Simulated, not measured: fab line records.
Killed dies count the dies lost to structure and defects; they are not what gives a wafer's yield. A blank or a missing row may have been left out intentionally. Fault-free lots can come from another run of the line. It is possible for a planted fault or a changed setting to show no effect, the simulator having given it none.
Struck lot and sound lot, side by side :: flow n5-finfet :: 37 steps out of a route of 1938
Sound: wafers L119.1, L119.3, L119.4. Wafers struck: L127.1, L127.2, L127.4. Last of all comes the cause.
For every step that has rows: the tool of each side, followed by ch and its chambers, followed by its first start. Under that, the readings that differ: sound wafers :: struck wafers :: difference of the means :: sigmas: that difference in standard deviations of wafers without a fault.
alike: readings whose means differ by less than 2 such deviations, and words and numbers that are the same on both sides. not compared: withheld readings, readings that some wafer has no value for, bounds like >300 that may hide the same value, and numbers for which the record gives no deviation and whose values overlap.
Wherever a step has rows on one side only, a row that says differs or no value, or a row with sigmas, the two part there. Non-overlapping numbers with no deviation appear without sigmas and do not part them. A reading that every wafer of one side lacks parts them only if that side has two wafers or more.

first, 9 steps without rows for these wafers: N5_BEOL_M12_PRE_CLEAN_42 (time 30 s); N5_BEOL_M12_SPUTTER_43 (material TaN, target thk 15 nm, time 24.19 s); N5_BEOL_M12_SPUTTER_44 (material Ta, target thk 10 nm, time 16.13 s); N5_BEOL_M12_SPUTTER_45 (material Cu, target thk 80 nm, time 13.33 s); N5_BEOL_M12_ECD_47 (material Cu, target thk 720 nm); N5_BEOL_M12_ANNEAL_48 (time 90 s); N5_BEOL_M12_CMP_49 (polishes, stops on SiOC, t overpolish 20.6 s, target thk 320 nm); N5_BEOL_M12_PRE_CLEAN_52 (time 15 s); N5_BEOL_M12_DEP_53 (deposits SiCN from 3MS/NH3, target thk 30 nm, time 10.5 s).
N5_BEOL_M13_ILD_DEP_00: deposits SiOC from DEMS/O2, target thk 837.92 nm, time 166.4 s.
  sound on pecvd-04 ch 0,1,2, day 12 09:40; struck on pecvd-04 ch 0,1,2, day 14 12:14
reading: model.SiOC_of_BEOL_M13_ILD_DEP_00.thk-nm (nm)
sound: 815.8 831.2 836.2
struck: 580.8 571.2 593.6
difference: -245.9
sigmas: 
  alike: heater-power-w, showerhead-plenum-p-Torr, throttle-valve-pct
N5_BEOL_M13_THK_MEAS_01:
  sound on film-metro-01 at day 12 09:49; struck on film-metro-01 at day 14 12:23
reading: M13_ILD_THK (nm)
sound: 816 832 836
struck: 581 571 593
difference: -246
sigmas: -25
then, 10 steps without rows for these wafers: N5_BEOL_M13_COAT_58 (time 60 s, resist thk 89 nm); N5_BEOL_M13_COAT_04 (resist thk 400 nm); N5_BEOL_M13_EBR_06; N5_BEOL_M13_SOFTBAKE_05 (time 60 s); N5_BEOL_M13_EXPOSE_07 (exposes mask V12); N5_BEOL_M13_PEB_08 (peb time 90 s); N5_BEOL_M13_DEVELOP_09 (develop time 45 s); N5_BEOL_M13_HARDBAKE_14 (time 120 s); N5_BEOL_M13_DESCUM_15 (chemistry O2, time 7.9 s); N5_BEOL_M13_ETCH_59 (etches BARC in N2/H2, target depth 89 nm, overetch 26.7 nm, time 67.9 s).
N5_BEOL_M13_VIA_ETCH_16: etches SiOC in C4F8/O2/Ar, target depth 921.7 nm.
  sound on rie-diel-06 ch 0,1,3, day 12 10:29; struck on rie-diel-03 ch 0,1,3, day 14 12:58
reading: model.etch.depth-nm (nm)
sound: 815.8 831.2 836.3
struck: 580.7 571.1 593.5
difference: -246.0
sigmas: 

reading: model.coat_of_BEOL_M13_COAT_04.thk-nm (nm)
sound: 77.2 79 73.4
struck: 149.6 149.6 144.8
difference: +71.5
sigmas: 
  alike: drypump-motor-current-A, oes-product-au, rf-vpp-V, showerhead-plenum-p-Torr, throttle-valve-pct
N5_BEOL_M13_STRIP_63: strips in N2/H2.
  sound on plasma-asher-02 ch 0,1, day 12 10:44; struck on plasma-asher-02 ch 0,1, day 14 13:12
reading: oes-product-au (a.u.)
sound: 0.676 0.673 0.677
struck: 0.701 0.705 0.698
difference: +0.026
sigmas: +6

reading: strip-time-to-endpoint-s (s)
sound: 29.8 30.3 28.6
struck: 49.6 49.6 48.3
difference: +19.6
sigmas: +18
  alike: drypump-motor-current-A, heater-power-w
  not compared: rf-hours-counter-h
then, 12 steps without rows for these wafers: N5_BEOL_M13_STRIP_64 (strips in N2/H2); N5_BEOL_M13_STRIP_71 (strips in post etch residue remover, time 60 s); N5_BEOL_M13_SRD_72 (time 30 s, dry time 30 s); N5_BEOL_M13_COAT_65 (time 60 s, resist thk 350 nm); N5_BEOL_M13_COAT_66 (time 60 s, resist thk 110 nm); N5_BEOL_M13_COAT_22 (resist thk 300 nm); N5_BEOL_M13_EBR_24; N5_BEOL_M13_SOFTBAKE_23 (time 60 s); N5_BEOL_M13_EXPOSE_25 (exposes mask M13, target cd 210 nm); N5_BEOL_M13_PEB_26 (peb time 90 s); N5_BEOL_M13_DEVELOP_27 (develop time 45 s); N5_BEOL_M13_HARDBAKE_32 (time 120 s).
N5_BEOL_M13_CMP_49: polishes, stops on SiOC, t overpolish 17.1 s, target thk 420 nm.
  sound on cmp-01 ch 1,2,3, day 12 17:35; struck on cmp-03 ch 0,1,3, day 14 22:29
reading: model.SiOC_of_BEOL_M13_ILD_DEP_00.thk-nm (nm)
sound: 757.4 773.2 777.4
struck: 523.2 510.8 536.4
difference: -245.9
sigmas: 
  alike: motor-current-A, slurry-flow-ml-min
N5_PASSIVATION_PROBE_49:
  only the struck wafers here have rows in the record (prober-02, day 16 11:22); the sound ones have none

## WHERE THEY PART
First at N5_BEOL_M13_THK_MEAS_01; last, within this record, at N5_PASSIVATION_PROBE_49.

WHY: what the simulator had put in
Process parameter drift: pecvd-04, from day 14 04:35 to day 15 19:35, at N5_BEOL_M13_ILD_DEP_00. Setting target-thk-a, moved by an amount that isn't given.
